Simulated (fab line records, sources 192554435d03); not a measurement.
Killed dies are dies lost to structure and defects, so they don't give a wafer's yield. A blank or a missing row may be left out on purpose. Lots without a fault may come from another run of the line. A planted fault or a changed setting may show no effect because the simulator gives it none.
Which tool did it? | flow n5_finfet | 12 lots, 36 wafers sampled, at 3 steps of a route of 1938

WHAT THE GAUGES READ, wafer by wafer
N5_BEOL_M1_INSPECT_13: inspects for defects (brightfield).
lot  | measured     | on                | raw_defect_count
L075 | day 6 08:28  | defect_inspect-01 | 366 320 443
L077 | day 6 22:49  | defect_inspect-01 | 360 387 333
L079 | day 7 06:10  | defect_inspect-02 | 373 384 374
L081 | day 8 02:27  | defect_inspect-02 | 352 340 461
L083 | day 8 11:46  | defect_inspect-02 | 354 367 436
L085 | day 8 20:31  | defect_inspect-02 | 306 293 495
L087 | day 9 10:18  | defect_inspect-02 | 603 519 569
L089 | day 9 21:27  | defect_inspect-02 | 319 292 244
L091 | day 10 07:49 | defect_inspect-02 | 394 306 515
L093 | day 11 00:43 | defect_inspect-02 | 287 189 284
L095 | day 11 10:57 | defect_inspect-02 | 460 375 517
L097 | day 12 04:27 | defect_inspect-01 | 387 289 284

WHICH TOOL RAN EACH LOT (tool, then ch and the chambers of the sampled wafers, then the start)
lot  | N5_BEOL_M0_CUTY_ETCH_63           | N5_BEOL_M0_DEP_125
L075 | rie_diel-04 ch 1,2,3, day 6 00:50 | pecvd-03 ch 0,2, day 6 05:38
L077 | rie_diel-05 ch 0,1,2, day 6 11:46 | pecvd-03 ch 0,1,2, day 6 21:16
L079 | rie_diel-04 ch 1,2, day 6 21:20   | pecvd-03 ch 0,1,2, day 7 04:51
L081 | rie_diel-05 ch 0,1,2, day 7 12:35 | pecvd-04 ch 0,1,2, day 8 00:37
L083 | rie_diel-04 ch 0,1,3, day 8 01:58 | pecvd-03 ch 1,2, day 8 10:40
L085 | rie_diel-01 ch 0,1,3, day 8 10:06 | pecvd-04 ch 1,2, day 8 17:48
L087 | rie_diel-05 ch 0,2,3, day 9 01:37 | pecvd-02 ch 0,1,2, day 9 07:00
L089 | rie_diel-04 ch 0,1,2, day 9 14:34 | pecvd-02 ch 0,1, day 9 19:41
L091 | rie_diel-05 ch 1,2,3, day 9 23:50 | pecvd-02 ch 1, day 10 04:09
L093 | rie_diel-05 ch 0,1, day 10 14:04  | pecvd-02 ch 1,2, day 10 20:56
L095 | rie_diel-01 ch 1,2, day 10 22:37  | pecvd-03 ch 0,1,2, day 11 09:00
L097 | rie_diel-04 ch 1,2, day 11 17:18  | pecvd-04 ch 0,1, day 12 02:47
- N5_BEOL_M0_CUTY_ETCH_63: etches SOC in N2/H2, target depth 82.7 nm, overetch 16.5 nm, time 124 s.
- N5_BEOL_M0_DEP_125: deposits SiCN from 3MS/NH3, target thk 8 nm, time 14 s.

THE ANSWER, worked out from the rows above alone
Rule: what is usual is taken from the lots themselves. Put in order of their means at a reading, lots are off if they are a third of the lots or fewer, leave a main group of 4 or more, and stand apart from it by a gap of 3 or more times the standard deviation of the main group's means; of several such gaps the widest counts. A main group whose means are all the same, to the digits that the tables above print for the reading, isn't used. A lot without any number at a reading at which 4 lots or more have one is off too. The other lots that the step has rows for count as sound.
No lot is off at any reading shown: from this, nothing can be told.

WHAT THE SIMULATOR HAD PUT IN
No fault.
